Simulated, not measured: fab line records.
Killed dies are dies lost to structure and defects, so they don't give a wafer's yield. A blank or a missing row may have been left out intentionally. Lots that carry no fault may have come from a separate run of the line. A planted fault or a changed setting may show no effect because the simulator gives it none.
Chamber matching | flow n5 finfet | 4 sister chambers for N5_BEOL_M1_ETCH_77 on rie diel-03
The step etches underlayer in N2/H2, target depth 6.5 nm, time 5.2 s. 4 wafers are shown with their chamber, then 7 later ones without.

## EACH WAFER AND ITS CHAMBER
wafer  | chamber | drypump motor current A (A)
L083.2 | 3       | 5.71
L083.3 | 2       | 6.07
L085.3 | 0       | 6.43
L085.4 | 1       | 5.93

## WAFERS WITH NO CHAMBER GIVEN
wafer  | drypump motor current A (A)
L085.5 | 5.70
L087.3 | 5.98
L087.4 | 5.70
L087.6 | 6.38
L089.1 | 5.71
L089.2 | 6.43
L089.6 | 5.96

## CHAMBER TAKEN BY EACH
wafer  | from the rows above     | in truth
L085.5 | 3                       | 3
L087.3 | can't be placed: 1 or 2 | 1
L087.4 | 3                       | 3
L087.6 | 0                       | 0
L089.1 | 3                       | 3
L089.2 | 0                       | 0
L089.6 | 1                       | 1
Correctly placed: 6 of 7. Unplaceable from these rows: 1, with the true chamber sitting among the candidates in 1. Placed wrongly: 0.
How it was worked out, from the rows above alone: a wafer's distance from a chamber is the root of the sum, over the readings, of the square of ((its reading less the chamber's mean) divided by the reading's scatter). If the next closest chamber is less than 2 further off than the closest, the wafer can't be placed; otherwise it belongs to the closest. For every chamber, the mean is computed from those of its wafers that are shown. The scatter: with one shown wafer a chamber, the root of the mean of the squares of how far each hidden wafer lies from its nearest shown one.
